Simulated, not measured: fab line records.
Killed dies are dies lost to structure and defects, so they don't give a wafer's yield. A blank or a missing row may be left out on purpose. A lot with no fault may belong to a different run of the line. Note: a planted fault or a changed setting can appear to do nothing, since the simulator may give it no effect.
A lot that was struck, set against a sound lot | flow n5-finfet | 19 out of 1938 route steps
Sound: wafers L617.1, L617.3, L617.6. Struck: wafer L633.3; the same lot's L633.1 was not struck, so it is left out; see the end for the cause.
Each step with rows lists, per side, the tool, then ch with its chambers, then its first start. Under that, the readings that differ: sound wafers | struck wafers | difference of the means | sigmas: that difference in standard deviations of wafers without a fault.
alike: a reading whose means differ by less than 2 such deviations, as well as words and numbers matching on both sides. not compared: withheld readings; readings where some wafer has no value; bounds like >300 that might hide an equal value; numbers whose values overlap and for which the record gives no deviation.
The two part at a step that has a row with sigmas, a row that says differs or no value, or rows on one side only. When numbers do not overlap yet have no deviation, they are printed without sigmas and do not part them. A reading missing from all wafers of one side parts the sides only when that side holds two or more wafers.

first, 6 steps without rows for these wafers: N5_BEOL_M0_SAQP_COAT_34 (resist thk 30 nm); N5_BEOL_M0_SAQP_EBR_36; N5_BEOL_M0_SAQP_SOFTBAKE_35 (time 60 s); N5_BEOL_M0_SAQP_EXPOSE_37 (exposes mask M0 CUT1, target cd 30 nm); N5_BEOL_M0_SAQP_PEB_38 (peb time 60 s); N5_BEOL_M0_SAQP_DEVELOP_39 (develop time 30 s).
N5_BEOL_M0_SAQP_CD_MEAS_40: the cd target is 30 nm.
  sound on cd-sem-02 ch 0, day 5 18:49; struck on cd-sem-01 ch 0, day 9 18:26
  alike: cd-nm
N5_BEOL_M0_SAQP_OVL_MEAS_41:
  sound on overlay-01 ch 0, day 5 18:51; struck on overlay-01 ch 0, day 9 18:28
  alike: M0_CUT1_OVL
N5_BEOL_M0_SAQP_INSPECT_42: inspects for defects (brightfield).
  sound: defect-inspect-02 at day 5 18:55; struck: defect-inspect-02 at day 9 18:31
  alike: raw-defect-count
N5_BEOL_M0_SAQP_DESCUM_45: chemistry O2, time 7 s.
  sound on rie-diel-05 ch 1,2, day 5 19:00; struck on rie-diel-05 ch 0, day 9 18:53
  alike: drypump-motor-current-A, oes-product-au, rf-vpp-V, showerhead-plenum-p-Torr, throttle-valve-pct
  not compared: rf-hours-counter-h
N5_BEOL_M0_SAQP_ETCH_88: etches underlayer in N2/H2, target depth 6.5 nm, time 5.2 s.
  sound on rie-diel-05 ch 1,2, day 5 19:02; struck on rie-diel-05 ch 0, day 9 18:55
  alike: drypump-motor-current-A, etch-rf-on-time-s, oes-product-au, rf-vpp-V, showerhead-plenum-p-Torr, throttle-valve-pct
  not compared: rf-hours-counter-h
N5_BEOL_M0_SAQP_ETCH_73: etches SiARC in CF4, target depth 19.5 nm, time 32.5 s.
  sound on rie-diel-05 ch 1,2, day 5 19:03; struck on rie-diel-05 ch 0, day 9 18:56
  alike: drypump-motor-current-A, etch-rf-on-time-s, oes-product-au, rf-vpp-V, showerhead-plenum-p-Torr, throttle-valve-pct
  not compared: rf-hours-counter-h
N5_BEOL_M0_SAQP_CUT_ETCH_46: etches SOC in N2/H2, target depth 135 nm, overetch 27 nm, time 202.5 s.
  sound on rie-diel-05 ch 1,2, day 5 19:05; struck on rie-diel-05 ch 0, day 9 18:58
  reading                                         | sound          | struck | difference | sigmas
  model.SiARC_of_BEOL_M0_SAQP_COAT_72.thk-nm (nm) | 4.8 4.8 5      | 7.8    | +2.9       |
  model.BEOL_M0_SAQP.cd-nm (nm)                   | 30.4 29.6 29.8 | 29.4   | -0.5       |
  alike: drypump-motor-current-A, rf-vpp-V, showerhead-plenum-p-Torr, throttle-valve-pct
  not compared: rf-hours-counter-h
then, 2 steps without rows for these wafers: N5_BEOL_M0_SAQP_STRIP_74 (strips in N2/H2); N5_BEOL_M0_SAQP_STRIP_89 (strips in N2/H2).
N5_BEOL_M0_SAQP_ALD_48: deposits SiO2, target thk 20 nm, pulse time 1 s, co reactant pulse time 1 s.
  sound on ald-sin-01 ch 1,2,3, day 5 19:17; struck on ald-sin-02 ch 2, day 9 19:23
  alike: heater-power-outer-w, heater-power-w, precursor-pulse-height-rel
N5_BEOL_M0_SAQP_ETCH_49: etches SiO2 in CF4/O2, target depth 37 nm.
  sound on rie-diel-04 ch 0,1, day 5 19:48; struck on rie-diel-01 ch 2, day 9 19:54
  reading                       | sound          | struck | difference | sigmas
  drypump-motor-current-A (A)   | 5.4 5.3 5.3    | 6.2    | +0.9       | +2
  model.BEOL_M0_SAQP.cd-nm (nm) | 30.4 29.6 29.6 | 29.4   | -0.5       |
  alike: oes_o_777_au, oes-product-au, rf-vpp-V, showerhead-plenum-p-Torr, throttle-valve-pct
  not compared: rf-hours-counter-h
N5_BEOL_M0_SAQP_STRIP_75: strips in CF4.
  sound on rie-diel-04 ch 0,1, day 5 19:54; struck on rie-diel-01 ch 2, day 9 20:00
  reading                     | sound       | struck | difference | sigmas
  drypump-motor-current-A (A) | 5.4 5.3 5.3 | 6.2    | +0.9       | +2
  alike: oes-product-au, power-w, rf-vpp-V, showerhead-plenum-p-Torr, throttle-valve-pct
  not compared: rf-hours-counter-h
-- a jump in the record: the struck wafers' starts before and after are 8 days apart (it breaks off in module BEOL_M0_SAQP and resumes in module BEOL_M4, where the first step shown is number 1111 of the route) --
N5_BEOL_M4_RC_MEAS_101:
  sound on prober-02 ch 0, day 15 11:37; struck on prober-01 ch 0, day 17 20:22
  reading   | sound          | struck | difference | sigmas
  VT_P (mV) | -247 -246 -248 | -255   | -8         | -3
  alike: DIBL_N, DIBL_P, IOFF_N, IOFF_P, ION_N, ION_P, SS_N, SS_P, VT_N

== WHERE THEY PART ==
Last at N5_BEOL_M4_RC_MEAS_101 as far as this record goes, first at N5_BEOL_M0_SAQP_ETCH_49.

WHY: what had been put in by the simulator
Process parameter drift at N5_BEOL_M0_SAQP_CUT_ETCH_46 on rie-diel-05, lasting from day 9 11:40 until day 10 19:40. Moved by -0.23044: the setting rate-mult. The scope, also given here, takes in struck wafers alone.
